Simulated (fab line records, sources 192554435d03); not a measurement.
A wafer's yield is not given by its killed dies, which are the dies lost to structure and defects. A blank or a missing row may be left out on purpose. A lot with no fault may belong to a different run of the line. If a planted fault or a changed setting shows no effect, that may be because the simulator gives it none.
Struck lot and sound lot, side by side + flow n5 finfet + 36 out of 1938 route steps
Sound: these wafers, L516.2, L516.3, L516.6. Struck: wafer L524.3; the same lot's L524.4 was not struck, so it is left out; see the end for the cause.
Order at every step that has rows: each side's tool, ch and its chambers, its first start. Under that, the readings that differ: sound wafers + struck wafers + difference of the means + sigmas: that difference in standard deviations of wafers without a fault.
alike: readings whose means differ by less than 2 such deviations, and words and numbers that are the same on both sides. not compared: withheld readings, readings that some wafer has no value for, bounds like >300 that may hide the same value, and numbers for which the record gives no deviation and whose values overlap.
Wherever a step has rows on one side only, a row that says differs or no value, or a row with sigmas, the two part there. When numbers do not overlap yet have no deviation, they are printed without sigmas and do not part them. A reading missing from all wafers of one side parts the sides only when that side holds two or more wafers.

first, 9 steps without rows for these wafers: N5_BEOL_M11_ALD_74 (deposits TaN, target thk 2 nm, pulse time 2 s, purge time 3 s); N5_BEOL_M11_SURFACE_TREAT_76; N5_BEOL_M11_CVD_75 (deposits Co from CCTBA/H2, target thk 2 nm, time 138.9 s); N5_BEOL_M11_SPUTTER_48 (material Cu, target thk 12 nm, time 2 s); N5_BEOL_M11_ECD_50 (material Cu, target thk 318 nm); N5_BEOL_M11_ANNEAL_51 (time 90 s); N5_BEOL_M11_CMP_52 (polishes, stops on SiCOH lowk, t overpolish 7 s, target thk 140 nm); N5_BEOL_M11_PRE_CLEAN_55 (time 15 s); N5_BEOL_M11_DEP_56 (deposits SiCN from 3MS/NH3, target thk 30 nm, time 10.5 s).
N5_BEOL_M12_ILD_DEP_00: deposits SiOC from DEMS/O2, target thk 658.92 nm, time 130.7 s.
  sound on pecvd-03 ch 0,1, day 13 10:04; struck on pecvd-03 ch 0, day 14 13:06
| reading                                       | sound         | struck | difference | sigmas |
|-----------------------------------------------|---------------|--------|------------|--------|
| model.SiOC_of_BEOL_M12_ILD_DEP_00.thk nm (nm) | 654.2 655 667 | 729    | +70        |        |
  alike: heater power w, showerhead plenum p Torr, throttle valve pct
N5_BEOL_M12_THK_MEAS_01:
  sound on film metro-02 at day 13 10:11; struck on film metro-01 at day 14 13:14
| reading          | sound       | struck | difference | sigmas |
|------------------|-------------|--------|------------|--------|
| M12_ILD_THK (nm) | 654 655 667 | 729    | +70        | +8     |
then, 10 steps without rows for these wafers: N5_BEOL_M12_COAT_58 (time 60 s, resist thk 89 nm); N5_BEOL_M12_COAT_04 (resist thk 400 nm); N5_BEOL_M12_EBR_06; N5_BEOL_M12_SOFTBAKE_05 (time 60 s); N5_BEOL_M12_EXPOSE_07 (exposes mask V11); N5_BEOL_M12_PEB_08 (peb time 90 s); N5_BEOL_M12_DEVELOP_09 (develop time 45 s); N5_BEOL_M12_HARDBAKE_14 (time 120 s); N5_BEOL_M12_DESCUM_15 (chemistry O2, time 7.9 s); N5_BEOL_M12_ETCH_59 (etches BARC in N2/H2, target depth 89 nm, overetch 26.7 nm, time 67.9 s).
N5_BEOL_M12_VIA_ETCH_16: etches SiOC in C4F8/O2/Ar, target depth 724.8 nm.
  sound on rie diel-06 ch 1,3, day 13 10:48; struck on rie diel-06 ch 3, day 14 13:47
| reading                                    | sound           | struck | difference | sigmas |
|--------------------------------------------|-----------------|--------|------------|--------|
| model.etch.depth nm (nm)                   | 654.2 655 666.9 | 728.9  | +70.2      |        |
| model.coat_of_BEOL_M12_COAT_04.thk nm (nm) | 121.8 120.6 119 | 100    | -20        |        |
  alike: bias w, drypump motor current A, oes product au, rf vpp V, showerhead plenum p Torr, throttle valve pct
N5_BEOL_M12_STRIP_63: strips in N2/H2.
  sound on plasma asher-02 ch 0,1, day 13 11:00; struck on plasma asher-01 ch 1, day 14 14:00
| reading                      | sound          | struck | difference | sigmas |
|------------------------------|----------------|--------|------------|--------|
| h2 flow sccm (sccm)          | 3255 3260 3257 | 3237   | -20        | -2     |
| strip time to endpoint s (s) | 42.1 41.9 41.4 | 36.2   | -5.6       | -6     |
  alike: drypump motor current A, heater power w, oes product au
  not compared: rf hours counter h
then, 12 steps without rows for these wafers: N5_BEOL_M12_STRIP_64 (strips in N2/H2); N5_BEOL_M12_STRIP_71 (strips in post etch residue remover, time 60 s); N5_BEOL_M12_SRD_72 (time 30 s, dry time 30 s); N5_BEOL_M12_COAT_65 (time 60 s, resist thk 300 nm); N5_BEOL_M12_COAT_66 (time 60 s, resist thk 110 nm); N5_BEOL_M12_COAT_22 (resist thk 300 nm); N5_BEOL_M12_EBR_24; N5_BEOL_M12_SOFTBAKE_23 (time 60 s); N5_BEOL_M12_EXPOSE_25 (exposes mask M12); N5_BEOL_M12_PEB_26 (peb time 90 s); N5_BEOL_M12_DEVELOP_27 (develop time 45 s); N5_BEOL_M12_HARDBAKE_32 (time 120 s).
N5_BEOL_M12_CMP_49: polishes, stops on SiOC, t overpolish 20.6 s, target thk 320 nm.
  sound on cmp-01 ch 0,1,3, day 13 14:32; struck on cmp-01 ch 3, day 14 20:37
| reading                                       | sound             | struck | difference | sigmas |
|-----------------------------------------------|-------------------|--------|------------|--------|
| model.SiOC_of_BEOL_M12_ILD_DEP_00.thk nm (nm) | 593.4 594.8 606.8 | 672.6  | +74.3      |        |
  alike: motor current A, platen rpm

## WHERE THEY PART
Last at N5_BEOL_M12_STRIP_63 as far as this record goes, first at N5_BEOL_M12_THK_MEAS_01. Later steps at which nothing parts them and some readings are alike: N5_BEOL_M12_CMP_49.

WHY: what had been put in by the simulator
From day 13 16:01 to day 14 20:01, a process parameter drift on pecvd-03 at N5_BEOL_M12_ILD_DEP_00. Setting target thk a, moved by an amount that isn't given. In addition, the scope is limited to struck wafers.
